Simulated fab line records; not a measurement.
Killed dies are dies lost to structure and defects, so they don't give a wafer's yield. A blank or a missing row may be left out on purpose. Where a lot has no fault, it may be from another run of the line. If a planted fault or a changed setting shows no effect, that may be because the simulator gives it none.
Code-filled problem report in 8D (eight disciplines) form / flow n5Finfet / the parts of the form that need people (team, actions taken, sign-off) are left out

## 1. THE ISSUE
h2FlowSccm at N5_FIN_CUT_ETCH_21 reads a mean of 180.6 sccm on 1 wafer of 1 lot; wafers without a fault read 200.0 sccm with a standard deviation of 0.57. Relative to the usual mean, that is a shift of -34 standard deviations.
The step: etches SOC in N2/H2, target depth 219 nm, overetch 43.8 nm, time 523.5 s.
First seen on wafer L561.1, day 7 00:47, on rieDiel-04. At this step, 27 wafers from 9 lots have a number in the record. Rule for "out", or "out of limits": more than 4 standard deviations from the usual mean. The rest of the wafers with a number are treated as sound.

## 2. WHAT IT IS AND WHAT IT IS NOT
question=which readings at this step | is=h2FlowSccm | is not=drypumpMotorCurrentA, oesProductAu, rfVppV, showerheadPlenumPTorr, throttleValvePct
question=which lots | is=L561 | is not=L542, L543, L544, L547, L549, L553, L554, L565
question=which wafers of those lots | is=L561.1 | is not=L561.3, L561.4
question=read on which tools | is=rieDiel-04 | is not=rieDiel-02, rieDiel-03
question=when | is=from day 7 00:47 | is not=up to then (23 sound wafers); but 3 sound wafers of L565 came after

## 3. WHAT RULES OUT EACH SUSPECT
Counting: if a tool at a process step up to the reading ran every lot that is out, it stays a suspect. Sound lots after the first of them don't rule it out here, since some wafers of a struck lot are sound.
- rieDiel-04 at N5_FIN_CUT_ETCH_21 (etches SOC in N2/H2, target depth 219 nm, overetch 43.8 nm, time 523.5 s): kept. L561, the lot that is out, went through it at day 7 00:47; up to then, the latest sound lot through it was L554 at day 5 05:07. Its own h2FlowSccm readings are out on those wafers.
- In rieDiel-04 at N5_FIN_CUT_ETCH_21, the wafers that are out were processed in chamber 2 and their sound lot-mates in chambers 0, 1.
Remaining after the count: rieDiel-04 at N5_FIN_CUT_ETCH_21.

## 4. THE CAUSE (what the simulator had put in)
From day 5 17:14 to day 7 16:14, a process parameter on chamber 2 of rieDiel-04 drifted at N5_FIN_CUT_ETCH_21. The setting h2FlowSccm was moved by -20, starting from 200. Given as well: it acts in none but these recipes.
The count eliminated every tool but this one.

## 5. SEQUENCE OF EFFECTS, ordered by route
Each row: a reading where the mean over the struck wafers with a number is more than 3 standard deviations away from the usual. Readings are gone through only where the record gives a usual standard deviation; hours: the median, over the lots, of the time from a lot's start at the first step in this table giving one to that lot's start at this step; sigmas: the change measured in usual standard deviations.
hours=0; step=N5_FIN_CUT_ETCH_21; reading=h2FlowSccm; usual=200.0 sccm; on struck wafers=180.6; change=-19.4; sigmas=-34
It contains these process steps:
- N5_FIN_CUT_ETCH_21: etches SOC in N2/H2, target depth 219 nm, overetch 43.8 nm, time 523.5 s.
At these later measuring or inspecting steps, every struck wafer for which the step has a row has a number for every such reading, and none has moved that far: N5_BEOL_M4_RC_MEAS_101.

## 6. HOW IT WOULD HAVE BEEN CAUGHT EARLIER
32 hours passed between the start of the fault at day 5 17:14 and the first reading out of limits in this record, taken at day 7 00:47.
